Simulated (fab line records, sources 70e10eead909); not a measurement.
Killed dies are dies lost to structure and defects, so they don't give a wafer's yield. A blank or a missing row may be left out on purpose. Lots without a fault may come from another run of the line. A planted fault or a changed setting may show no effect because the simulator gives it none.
Chamber matching | flow nand_harc | NHARC_A_ONON_D1_DEP_33 on pecvd-02: 3 sister chambers
The step deposits SiO2, target thk 200 nm. 15 wafers are shown with their chamber, then 7 later ones without.

WAFERS WITH THEIR CHAMBER
wafer  | chamber | heater_power_w (W) | throttle_valve_pct (%) | heater_power_outer_w (W)
L911.1 | 2       | 405                | 15.5                   | 262
L911.4 | 2       | 436                | 15.3                   | 266
L911.6 | 1       | 596                | 16.5                   | 299
L915.1 | 0       | 694                | 15.7                   | 392
L915.2 | 1       | 598                | 16.6                   | 302
L915.3 | 2       | 468                | 15.4                   | 300
L916.2 | 1       | 605                | 16.6                   | 295
L916.4 | 0       | 680                | 15.7                   | 388
L916.6 | 2       | 432                | 15.6                   | 262
L924.4 | 0       | 628                | 15.9                   | 348
L924.5 | 1       | 601                | 16.9                   | 301
L923.4 | 2       | 375                | 15.2                   | 236
L923.5 | 1       | 548                | 16.5                   | 260
L931.3 | 0       | 673                | 16.0                   | 385
L931.4 | 2       | 427                | 15.4                   | 269

SIGNATURES (means of the wafers above)
reading              | chamber 0 | chamber 1 | chamber 2 | scatter within a chamber
heater_power_w       | 668.75    | 589.60    | 423.83    | 28.2
throttle_valve_pct   | 15.825    | 16.620    | 15.400    | 0.152
heater_power_outer_w | 378.25    | 291.40    | 265.83    | 19.6
Rule: a wafer's distance from a chamber is the root of the sum, over the readings, of the square of ((its reading less the chamber's mean) divided by the reading's scatter). The wafer belongs to the nearest chamber; if the next one is less than 2 further off, it can't be placed. The scatter: the root of (the sum of the squares of (reading less its chamber's mean) over the shown wafers, divided by (wafers less chambers)).

WAFERS WITHOUT THEIR CHAMBER
wafer  | heater_power_w (W) | throttle_valve_pct (%) | heater_power_outer_w (W)
L931.6 | 438                | 15.8                   | 272
L933.1 | 675                | 16.2                   | 393
L933.3 | 490                | 15.8                   | 315
L933.4 | 360                | 15.5                   | 215
L934.1 | 659                | 16.2                   | 402
L934.4 | 485                | 15.7                   | 314
L934.5 | 691                | 16.2                   | 402

WHICH CHAMBER EACH WENT THROUGH
wafer  | from the rows above | in truth
L931.6 | 2                   | 2
L933.1 | 0                   | 0
L933.3 | 2                   | 2
L933.4 | 2                   | 2
L934.1 | 0                   | 0
L934.4 | 2                   | 2
L934.5 | 0                   | 0
Placed correctly: 7 of 7. Can't be placed from these rows: 0. Placed wrongly: 0.
